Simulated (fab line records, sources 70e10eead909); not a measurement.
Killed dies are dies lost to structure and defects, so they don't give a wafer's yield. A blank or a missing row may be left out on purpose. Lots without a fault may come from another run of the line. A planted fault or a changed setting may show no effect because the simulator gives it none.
A struck lot beside a sound one | flow nand_harc | 40 steps out of a route of 1302
Sound: wafers L821.2, L821.3, L821.4. Struck: wafers L838.1, L838.5, L838.6. The cause comes at the end.
At each step with rows: each side's tool, then ch and its chambers, then its first start. Under that, the readings that differ: sound wafers | struck wafers | difference of the means | sigmas: that difference in standard deviations of wafers without a fault.
alike: readings whose means differ by less than 2 such deviations, and words and numbers that are the same on both sides. not compared: withheld readings, readings that some wafer has no value for, bounds like >300 that may hide the same value, and numbers for which the record gives no deviation and whose values overlap.
The two part at a step that has a row with sigmas, a row that says differs or no value, or rows on one side only. Numbers that don't overlap but have no deviation are shown without sigmas and don't part them. A reading that every wafer of one side lacks parts them only if that side has two wafers or more.

first, 2 steps without rows for these wafers: NHARC_A_DECK1_JOINT_ANNEAL_28 (time 1800 s); NHARC_A_DECK1_JOINT_ANNEAL_29 (time 1800 s).
NHARC_A_DECK1_JOINT_CMP_02: polishes SiOx.
  sound on cmp-01 ch 0,2,3, day 12 19:32; struck on cmp-04 ch 0,1,3, day 19 23:22
  alike: motor_current_A
then, 1 step without rows for these wafers: NHARC_A_DECK1_JOINT_SRD_15.
NHARC_A_DECK1_JOINT_DEP_16: deposits SiO2, target thk 45 nm.
  sound on pecvd-04 ch 0,1,2, day 12 19:55; struck on pecvd-03 ch 0,2, day 19 23:46
  alike: flow_sccm, heater_power_w, throttle_valve_pct
NHARC_A_DECK1_JOINT_THK_MEAS_17: measures by ellipsometry.
  sound on film_metro-02, day 12 20:12; struck on film_metro-01, day 19 23:59
  alike: thk_nm
NHARC_A_DECK1_JOINT_INSPECT_05:
  sound on defect_inspect-02, day 12 20:14; struck on defect_inspect-01, day 20 00:01
  alike: raw_defect_count
then, 1 step without rows for these wafers: NHARC_A_ONON_D2_DEP_00 (target thk 1000 nm).
NHARC_A_ONON_D2_THK_MEAS_02: measures by ellipsometry.
  sound on film_metro-01, day 12 20:49; struck on film_metro-01, day 20 00:37
  alike: thk_nm
then, 1 step without rows for these wafers: NHARC_A_ONON_D2_DEP_03 (target thk 1000 nm).
NHARC_A_ONON_D2_THK_MEAS_05: measures by ellipsometry.
  sound on film_metro-02, day 12 21:23; struck on film_metro-02, day 20 01:11
  alike: thk_nm
NHARC_A_ONON_D2_DEP_06: target thk 1000 nm.
  sound on pecvd_onon-02 ch 0, day 12 21:29; struck on pecvd_onon-03 ch 0, day 20 01:16
  alike: n2o_flow_sccm
NHARC_A_ONON_D2_THK_MEAS_08: measures by ellipsometry.
  sound on film_metro-01, day 12 21:56; struck on film_metro-01, day 20 01:46
  alike: thk_nm
then, 1 step without rows for these wafers: NHARC_A_ONON_D2_DEP_09 (target thk 1000 nm).
NHARC_A_ONON_D2_THK_MEAS_11: measures by ellipsometry.
  sound on film_metro-02, day 12 22:31; struck on film_metro-01, day 20 02:22
  alike: thk_nm
then, 1 step without rows for these wafers: NHARC_A_ONON_D2_DEP_12 (target thk 1000 nm).
NHARC_A_ONON_D2_THK_MEAS_14: measures by ellipsometry.
  sound on film_metro-01, day 12 23:04; struck on film_metro-01, day 20 02:56
  reading     | sound       | struck         | difference | sigmas
  thk_nm (nm) | 981 980 981 | 1001 1002 1002 | +21        | +2
then, 2 steps without rows for these wafers: NHARC_A_ONON_D2_ANNEAL_15 (time 3600 s); NHARC_A_ONON_D2_DEP_16 (target thk 1000 nm).
NHARC_A_ONON_D2_THK_MEAS_18: measures by ellipsometry.
  sound on film_metro-01, day 13 06:29; struck on film_metro-01, day 20 11:14
  alike: thk_nm
then, 1 step without rows for these wafers: NHARC_A_ONON_D2_DEP_19 (target thk 1000 nm).
NHARC_A_ONON_D2_THK_MEAS_21: measures by ellipsometry.
  sound on film_metro-02, day 13 07:04; struck on film_metro-02, day 20 11:49
  alike: thk_nm
then, 1 step without rows for these wafers: NHARC_A_ONON_D2_DEP_22 (target thk 1000 nm).
NHARC_A_ONON_D2_THK_MEAS_24: measures by ellipsometry.
  sound on film_metro-01, day 13 07:38; struck on film_metro-01, day 20 12:23
  reading     | sound          | struck         | difference | sigmas
  thk_nm (nm) | 1036 1036 1036 | 1007 1007 1007 | -29        | -2
then, 1 step without rows for these wafers: NHARC_A_ONON_D2_DEP_25 (target thk 1000 nm).
NHARC_A_ONON_D2_THK_MEAS_27: measures by ellipsometry.
  sound on film_metro-01, day 13 08:12; struck on film_metro-01, day 20 12:57
  alike: thk_nm
then, 1 step without rows for these wafers: NHARC_A_ONON_D2_DEP_28 (target thk 1000 nm).
NHARC_A_ONON_D2_THK_MEAS_30: measures by ellipsometry.
  sound on film_metro-01, day 13 08:46; struck on film_metro-01, day 20 13:31
  alike: thk_nm
NHARC_A_ONON_D2_DEP_33: deposits SiO2, target thk 200 nm.
  sound on pecvd-01 ch 1,2, day 13 08:52; struck on pecvd-01 ch 0,1,2, day 20 13:40
  alike: flow_sccm, heater_power_w, throttle_valve_pct
NHARC_A_ONON_D2_THK_MEAS_34: measures by ellipsometry.
  sound on film_metro-01, day 13 09:16; struck on film_metro-02, day 20 13:59
  alike: thk_nm
NHARC_A_CHANNEL_HOLE_D2_DEP_00: deposits aC, target thk 3100 nm.
  sound on acl_dep-02 ch 0, day 13 09:44; struck on acl_dep-01 ch 0, day 20 14:58
  alike: throttle_valve_pct
NHARC_A_CHANNEL_HOLE_D2_DEP_01: deposits SiON, target thk 140 nm.
  sound on pecvd-04 ch 1,2, day 13 11:22; struck on pecvd-04 ch 0,1, day 20 16:53
  alike: heater_power_w
then, 7 steps without rows for these wafers: NHARC_A_CHANNEL_HOLE_D2_DEHYDRATE_02 (time 120 s); NHARC_A_CHANNEL_HOLE_D2_HMDS_03 (time 30 s); NHARC_A_CHANNEL_HOLE_D2_COAT_36 (time 75 s); NHARC_A_CHANNEL_HOLE_D2_COAT_37 (time 65 s); NHARC_A_CHANNEL_HOLE_D2_COAT_04 (resist thk 90 nm); NHARC_A_CHANNEL_HOLE_D2_SOFTBAKE_05 (time 55 s); NHARC_A_CHANNEL_HOLE_D2_EBR_06.
-- the record jumps here: 11 days lie between the struck wafers' starts before and after (it left off in module A_CHANNEL_HOLE_D2 and takes up again in module END, whose first step shown is number 1302 of the route) --
NHARC_END_SORT_01:
  the record has rows for the struck wafers here (prober-01 ch 0, day 31 11:18) and none for the sound ones

WHERE THEY PART
First at NHARC_A_ONON_D2_THK_MEAS_14; last, within this record, at NHARC_END_SORT_01.

WHY: what the simulator had put in
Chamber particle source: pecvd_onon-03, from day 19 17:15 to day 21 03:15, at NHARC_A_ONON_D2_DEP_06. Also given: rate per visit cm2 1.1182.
